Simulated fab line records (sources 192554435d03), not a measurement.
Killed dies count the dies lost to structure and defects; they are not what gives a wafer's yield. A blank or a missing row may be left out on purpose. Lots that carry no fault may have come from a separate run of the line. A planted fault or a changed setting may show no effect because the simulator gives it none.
fab line records ; flow n5Finfet
record: lots: 7; wafers: 21; lastDay: 18
route steps=1938 shown MIM_BOT_ETCH@1868 PASS1_CAP@1873 TV_LITHO@1875
lots with no fault: from the same line, run without faults
startH: the number of hours between the record's first day and the start of the first shown wafer of the lot ; waitH: hours elapsed since this lot's preceding step ; " same as the row above ; L1.1+2: one row covering several wafers at once ; - value missing, or start not given ; * or withheld: withheld ; < > ~ a bound
route shown NAME@n: NAME is a module with steps in the file, n the number in the route of the first one ; usual: mean/standard deviation taken from wafers without a fault ; same: alike in all rows ; chamber/n: place in a boat ; sites: readings site by site ; _std_site: the values' standard deviation ; _edge_site: outer sites' mean less inner sites' ; radiusMm: for every site, how far away it sits from the centre of the wafer ; mask NAME#n: copy n ; behind: tool/chamber where the wafer was last shaped ; hold: cause of the lot's hold/its duration in hours/its outcome ; device: the transistor (n, p or np) that didn't switch ; end of line: at the end of the route, the tests of the same wafers ; where a step has no rows: the recipe by itself ; killed: count of dies lost to structure and defects at first sort (not the wafer's yield) ; map: shows each die of a wafer: x if killed, . if not, _ if none is there
set.NAME: the setting as run; set.NAME@STEP: as run at that earlier step ; model.NAME: the simulator's own value behind a step, which no gauge read
lots at some steps of the route; a table a step, a row a wafer
services: a tool's chamber out of use, with start hour (startH, from the record's first day; less than 0 if before it), hours out, and reason
== steps ==
step: N5_MIM_BOT_ETCH_ETCH_00
recipe: chemistry: Cl2/BCl3; target: TiN; targetDepthA: 455; ionEnergyEv: 150; pressureMtorr: 10; icpW: 1000; biasW: 126; Cl2_flow_sccm: 53.25; bcl3FlowSccm: 21.75; Ar_flow_sccm: 25
usual: drypumpMotorCurrentA: 5.7/0.52; oesProductAu: 0.83/0.075; throttleValvePct: 21.73/0.2
lot.wafer;tool;chamber;startH;waitH;drypumpMotorCurrentA;oesProductAu;rfHoursCounterH;throttleValvePct
L456.1;rieMetal-03;0;271.65;0.1;5.5;0.90;4;21.44
L456.2;rieMetal-03;1;271.65;0.1;6.1;0.88;11;22.01
L456.5;rieMetal-03;1;271.65;0.1;6.1;0.88;-;22.02
L457.1;rieMetal-01;1;289.83;0.1;5.2;0.77;44;21.61
L457.2;rieMetal-01;0;289.83;0.1;6.5;0.62;108;21.96
L457.3;rieMetal-01;0;289.83;0.1;6.4;0.63;-;21.93
L465.1;rieMetal-03;1;344.78;0.1;6.2;0.86;18;22.02
L465.4;rieMetal-03;1;344.78;0.1;6.1;0.86;-;22.03
L465.5;rieMetal-03;0;344.78;0.1;5.5;0.85;-;21.45
L473.2;rieMetal-03;1;388.83;0.1;6.1;0.85;21;22.02
L473.3;rieMetal-03;1;388.83;0.1;6.1;0.85;-;22.03
L473.6;rieMetal-03;1;388.83;0.1;6.1;0.85;-;22.04
L475.3;rieMetal-03;0;409.93;0.1;5.5;0.83;-;21.47
L475.5;rieMetal-03;0;409.93;0.1;5.5;0.83;-;21.47
L475.6;rieMetal-03;1;409.93;0.1;6.1;0.84;-;22.03
L474.1;rieMetal-03;1;413.95;0.1;6.1;0.83;23;22.03
L474.3;rieMetal-03;0;413.95;0.1;5.5;0.83;-;21.46
L474.5;rieMetal-03;0;413.95;0.1;5.5;0.83;-;21.45
L476.1;rieMetal-02;1;421.92;0.1;6.0;0.81;25;21.81
L476.3;rieMetal-02;1;421.92;0.1;6.0;0.82;-;21.82
L476.6;rieMetal-02;1;421.92;0.1;6.0;0.82;-;21.81
step: N5_MIM_BOT_ETCH_STRIP_01
recipe: chemistry: O2; powerW: 600; tempC: 60; pressureMtorr: 30; rfFrequencyHz: 6e+07; biasPowerW: 0; overashFraction: 0.5; o2FlowSccm: 225
usual: drypumpMotorCurrentA: 5.5/0.37; oesProductAu: 0.79/0.071; rfVppV: 3.5/1.4; showerheadPlenumPTorr: 2.09/0.067; throttleValvePct: 16.66/0.29
same: biasPowerW: 0
lot.wafer;tool;chamber;startH;waitH;drypumpMotorCurrentA;oesProductAu;rfHoursCounterH;rfVppV;showerheadPlenumPTorr;throttleValvePct
L456.1;rieDiel-04;0;272.04;0.4;5.4;0.79;96;4.1;2.22;17.00
L456.2;rieDiel-04;3;272.04;0.4;5.5;0.81;67;3.6;2.12;16.21
L456.5;rieDiel-04;1;272.04;0.4;5.7;0.87;-;4.3;2.14;16.45
L457.1;rieDiel-06;2;289.97;0.1;5.0;0.79;128;4.0;2.01;16.79
L457.2;rieDiel-06;3;289.97;0.1;6.5;0.67;243;4.5;2.14;16.89
L457.3;rieDiel-06;1;289.97;0.1;5.4;0.73;175;5.4;2.00;17.04
L465.1;rieDiel-04;3;345.06;0.2;5.5;0.82;92;3.0;2.11;16.30
L465.4;rieDiel-04;2;345.06;0.2;5.7;0.80;104;2.6;2.11;16.22
L465.5;rieDiel-04;1;345.06;0.2;5.7;0.84;-;6.2;2.13;16.52
L473.2;rieDiel-06;3;389.03;0.2;6.5;0.89;25;5.6;2.13;16.48
L473.3;rieDiel-06;1;389.03;0.2;5.3;0.68;217;3.0;1.99;17.15
L473.6;rieDiel-06;1;389.03;0.2;5.3;0.70;-;4.4;1.99;17.09
L475.3;rieDiel-06;2;410.08;0.1;5.0;0.74;176;2.3;2.00;16.89
L475.5;rieDiel-06;0;410.08;0.1;5.5;1.00;-;3.1;2.06;16.22
L475.6;rieDiel-06;1;410.08;0.1;5.3;0.68;-;2.0;1.98;17.10
L474.1;rieDiel-04;1;414.23;0.2;5.8;0.81;83;4.2;2.12;16.59
L474.3;rieDiel-04;2;414.23;0.2;5.7;0.77;128;4.0;2.10;16.29
L474.5;rieDiel-04;0;414.23;0.2;5.4;0.75;-;1.0;2.20;17.10
L476.1;rieDiel-04;3;422.22;0.3;5.5;0.79;124;4.7;2.10;16.32
L476.3;rieDiel-04;0;422.22;0.3;5.4;0.76;139;4.1;2.20;17.12
L476.6;rieDiel-04;2;422.22;0.3;5.7;0.77;-;1.8;2.10;16.30
step: N5_MIM_BOT_ETCH_STRIP_02
recipe: chemistry: postEtchResidueRemover; timeS: 1200; tempC: 72.5
step: N5_MIM_BOT_ETCH_CLEAN_05
recipe: chemistry: IPA; timeS: 180; tempC: 25
step: N5_MIM_BOT_ETCH_SRD_06
recipe: dry: ipaMarangoni; timeS: 30; tempC: 23; rinseLiquid: diw
step: N5_PASSIVATION_PECVD_55
recipe: material: SiO2; targetThkA: 4000; tempC: 400; precursor: SiH4/N2O; pressureTorr: 2.7; rfW: 608; timeS: 22.5
usual: heaterPowerW: 666/140; showerheadPlenumPTorr: 8.11/0.083; throttleValvePct: 51.0/2.2
lot.wafer;tool;chamber;startH;waitH;heaterPowerW;showerheadPlenumPTorr;throttleValvePct
L456.1;pecvd-01;0;272.54;0.0;576;8.04;54.6
L456.2;pecvd-01;1;272.54;0.0;416;7.99;50.5
L456.5;pecvd-01;2;272.54;0.0;553;8.22;45.8
L457.1;pecvd-04;0;290.47;0.0;648;8.21;52.5
L457.2;pecvd-04;1;290.47;0.0;829;8.09;49.6
L457.3;pecvd-04;2;290.47;0.0;833;7.99;50.5
L465.1;pecvd-01;1;345.56;0.0;495;8.00;50.5
L465.4;pecvd-01;1;345.56;0.0;420;8.00;50.7
L465.5;pecvd-01;1;345.56;0.0;459;8.00;50.3
L473.2;pecvd-04;0;389.54;0.0;724;8.21;52.2
L473.3;pecvd-04;1;389.54;0.0;797;8.09;49.5
L473.6;pecvd-04;0;389.54;0.0;741;8.19;52.4
L475.3;pecvd-04;1;410.58;0.0;814;8.10;49.4
L475.5;pecvd-04;0;410.58;0.0;715;8.19;52.2
L475.6;pecvd-04;2;410.58;0.0;743;8.01;50.7
L474.1;pecvd-04;1;414.73;0.0;789;8.09;49.7
L474.3;pecvd-04;0;414.73;0.0;758;8.19;52.5
L474.5;pecvd-04;0;414.73;0.0;617;8.19;52.6
L476.1;pecvd-01;1;422.72;0.0;432;7.95;47.1
L476.3;pecvd-01;2;422.72;0.0;557;8.21;46.8
L476.6;pecvd-01;1;422.72;0.0;475;7.97;47.2
step: N5_PASSIVATION_PECVD_01
recipe: material: SiNx; targetThkA: 2000; tempC: 400; precursor: SiH4/NH3/N2; pressureTorr: 4.9; rfW: 1406; timeS: 43.2
usual: heaterPowerW: 384/130; showerheadPlenumPTorr: 8.64/0.06; throttleValvePct: 28.8/1.2
lot.wafer;tool;chamber;startH;waitH;heaterPowerW;showerheadPlenumPTorr;throttleValvePct
L456.1;pecvd-01;0;272.58;0.0;317;8.58;31.1
L456.2;pecvd-01;1;272.58;0.0;224;8.53;28.4
L456.5;pecvd-01;2;272.58;0.0;321;8.70;26.1
L457.1;pecvd-04;0;290.50;0.0;367;8.70;29.8
L457.2;pecvd-04;1;290.50;0.0;547;8.60;27.9
L457.3;pecvd-04;2;290.50;0.0;582;8.54;28.4
L465.1;pecvd-01;1;345.66;0.1;228;8.56;28.7
L465.4;pecvd-01;1;345.66;0.1;134;8.57;28.5
L465.5;pecvd-01;1;345.66;0.1;146;8.58;28.6
L473.2;pecvd-04;0;389.58;0.0;491;8.70;29.5
L473.3;pecvd-04;1;389.58;0.0;426;8.63;28.1
L473.6;pecvd-04;0;389.58;0.0;486;8.71;29.5
L475.3;pecvd-04;1;410.61;0.0;551;8.63;27.9
L475.5;pecvd-04;0;410.61;0.0;462;8.70;29.6
L475.6;pecvd-04;2;410.61;0.0;547;8.55;28.6
L474.1;pecvd-04;1;414.76;0.0;440;8.62;28.3
L474.3;pecvd-04;0;414.76;0.0;482;8.71;29.7
L474.5;pecvd-04;0;414.76;0.0;492;8.72;29.6
L476.1;pecvd-01;1;422.78;0.0;178;8.54;26.8
L476.3;pecvd-01;2;422.78;0.0;420;8.71;26.6
L476.6;pecvd-01;1;422.78;0.0;199;8.53;26.7
step: N5_PASSIVATION_HMDS_03
recipe: timeS: 60; tempC: 120
step: N5_PASSIVATION_COAT_04
recipe: spinRpm: *; resistThkNm: *
step: N5_PASSIVATION_EBR_06
recipe: solvent: PGMEA; ebrWidthMm: 1.5
step: N5_PASSIVATION_SOFTBAKE_05
recipe: tempC: 100; timeS: 90
step: N5_PASSIVATION_EXPOSE_07
recipe: maskId: TV; na: 0.55; sourceShape: conventional; sigmaOuter: 0.8; polarization: unpolarized; defocusNm: 0; targetCdNm: 3000; doseMj: 22.75
step: N5_PASSIVATION_PEB_08
recipe: pebTempC: withheld; pebTimeS: *
usual: chillPlateTempC: *; exhaustPa: 45.2/0.88
lot.wafer;tool;chamber;startH;waitH;chillPlateTempC;exhaustPa
L456.1;lithoTrack-01;0;275.07;0.1;*;45.0
L456.2;lithoTrack-01;0;275.07;0.1;*;44.2
L456.5;lithoTrack-01;0;275.07;0.1;*;46.0
L457.1;lithoTrack-04;0;290.87;0.1;*;44.9
L457.2;lithoTrack-04;0;290.87;0.1;*;44.0
L457.3;lithoTrack-04;0;290.87;0.1;*;44.2
L465.1;lithoTrack-04;0;349.23;0.1;*;45.2
L465.4;lithoTrack-04;0;349.23;0.1;*;44.5
L465.5;lithoTrack-04;0;349.23;0.1;*;45.4
L473.2;lithoTrack-04;-;390.80;0.0;-;-
L473.3;lithoTrack-04;-;390.80;0.0;-;-
L473.6;lithoTrack-04;-;390.80;0.0;-;-
L475.3;lithoTrack-04;-;410.87;0.0;-;-
L475.5;lithoTrack-04;-;410.87;0.0;-;-
L475.6;lithoTrack-04;-;410.87;0.0;-;-
L474.1;lithoTrack-01;-;415.06;0.1;-;-
L474.3;lithoTrack-01;-;415.06;0.1;-;-
L474.5;lithoTrack-01;-;415.06;0.1;-;-
L476.1;lithoTrack-04;0;424.35;0.1;*;44.0
L476.3;lithoTrack-04;0;424.35;0.1;*;44.8
L476.6;lithoTrack-04;0;424.35;0.1;*;44.9
step: N5_PASSIVATION_DEVELOP_09
recipe: developTimeS: 60; rinseLiquid: diw; dry: airSpin; devTempC: 21
== services ==
tool;chamber;startH;hours;kind
pecvd-01;0;247.98;5.0;scheduledDown
rieMetal-02;0;249.11;16.4;repair
rieMetal-01;0;249.94;7.1;repair
pecvd-04;0;254.36;4.9;repair
pecvd-01;2;257.52;2.1;scheduledDown
pecvd-04;2;259.74;5.0;scheduledDown
rieMetal-03;0;285.62;1.4;repair
rieMetal-03;-;296.71;2.8;pm
rieMetal-01;-;307.96;1.4;pm
pecvd-01;-;310.45;1.7;repair
pecvd-04;0;322.30;5.5;scheduledDown
rieMetal-03;1;329.18;5.2;repair
rieDiel-06;0;338.64;15.8;repair
pecvd-01;0;341.60;23.7;repair
rieMetal-01;-;343.31;8.0;repair
pecvd-01;2;343.72;5.5;scheduledDown
rieDiel-04;1;374.84;12.1;repair
pecvd-01;1;383.62;-;clean
pecvd-01;1;383.62;-;consumableReplace:showerhead
pecvd-01;1;383.62;29.0;scheduledDown
pecvd-01;1;383.62;29.0;ventCycle
rieDiel-04;2;388.69;8.6;repair
pecvd-01;-;411.76;3.9;repair
pecvd-01;0;419.73;5.2;repair
== key ==
firstSign: step: N5_PASSIVATION_PEB_08; reading: toolRecord; direction: missing
effect none on later readings
metAt N5_PASSIVATION_PEB_08
struckWafers L473.2,L473.3,L473.6,L474.1,L474.3,L474.5,L475.3,L475.5,L475.6
laterRowsLeftOut L473.2,L473.3,L473.6,L474.1,L474.3,L474.5,L475.3,L475.5,L475.6
sortLeftOut L473.2,L473.3,L473.6,L474.1,L474.3,L474.5,L475.3,L475.5,L475.6
onsetBetween 349.23 390.80
fault: kind: skippedStepWhole; tool: lithoTrack-01,lithoTrack-04; chamber: -; onsetH: 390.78; steps: N5_PASSIVATION_PEB_08; scope: struckLotsOnly
sortLeftOut: the simulated sort isn't trusted on such a fault, so these wafers' sort isn't shown, and their yield isn't known
laterRowsLeftOut: the simulator's readings of these wafers behind a module that went badly wrong aren't trusted and aren't shown, but for the sort
